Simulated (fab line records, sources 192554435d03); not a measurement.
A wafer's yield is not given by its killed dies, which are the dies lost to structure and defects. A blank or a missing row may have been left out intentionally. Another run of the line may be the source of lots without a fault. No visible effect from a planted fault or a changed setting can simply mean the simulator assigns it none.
The tool behind it: which one?    flow n5-finfet    10 lots with 30 wafers sampled at 2 steps, on a route of 1938 steps

## WHAT EACH GAUGE READ, for each wafer
N5_MOL_CONTACT_COAG_CD_MEAS_99 targets a cd of 17.2 nm.
lot   measured      on         cd-nm (nm)
L077  day 5 10:14   cd-sem-01  17.1 17.1 17.2
L079  day 5 21:23   cd-sem-02  16.9 17.5 17.0
L081  day 6 11:03   cd-sem-02  17.3 17.5 17.5
L084  day 7 07:37   cd-sem-02  17.8 16.6 16.6
L087  day 8 01:28   cd-sem-01  16.7 16.7 16.8
L089  day 8 09:40   cd-sem-03  16.5 17.0 16.8
L091  day 8 22:10   cd-sem-03  16.9 17.8 17.3
L093  day 9 10:53   cd-sem-01  17.2 16.8 16.8
L095  day 9 22:04   cd-sem-01  17.1 17.2 17.2
L097  day 10 13:16  cd-sem-03  16.2 17.3 17.3

## TOOL THAT RAN EACH LOT (tool first, then ch and the chambers of the sampled wafers, then the start)
lot   N5_MOL_CONTACT_COAG_ETCH_59
L077  rie-diel-04 ch 1,2,3, day 5 09:53
L079  rie-diel-04 ch 1,2,3, day 5 21:02
L081  rie-diel-01 ch 1,2, day 6 10:41
L084  rie-diel-04 ch 0,3, day 7 07:14
L087  rie-diel-05 ch 0,1, day 8 01:07
L089  rie-diel-01 ch 0,1, day 8 09:18
L091  rie-diel-01 ch 0,1, day 8 21:48
L093  rie-diel-05 ch 1,2,3, day 9 10:31
L095  rie-diel-04 ch 1,2,3, day 9 21:42
L097  rie-diel-04 ch 0,1,3, day 10 12:55
- N5_MOL_CONTACT_COAG_ETCH_59: etches underlayer in N2/H2, target depth 13 nm, time 10.4 s.

## THE ANSWER, worked out from the rows above alone
Rule: the usual values come from the lots themselves. The widest of any qualifying gaps counts: lots, ordered by their means at a reading, are off when they make up no more than a third of the lots, leave a main group of 4 or more, and stand apart from it by 3 or more times the standard deviation of that group's means. A main group is skipped when, at the precision printed for the reading in the tables above, its means are all equal. Also off: a lot with no number at a reading for which 4 or more lots have one. Where the step has rows for the other lots, those lots are counted as sound.
Nothing can be told from this: no lot is off at any reading shown.

## WHAT THE SIMULATOR HAD INSERTED
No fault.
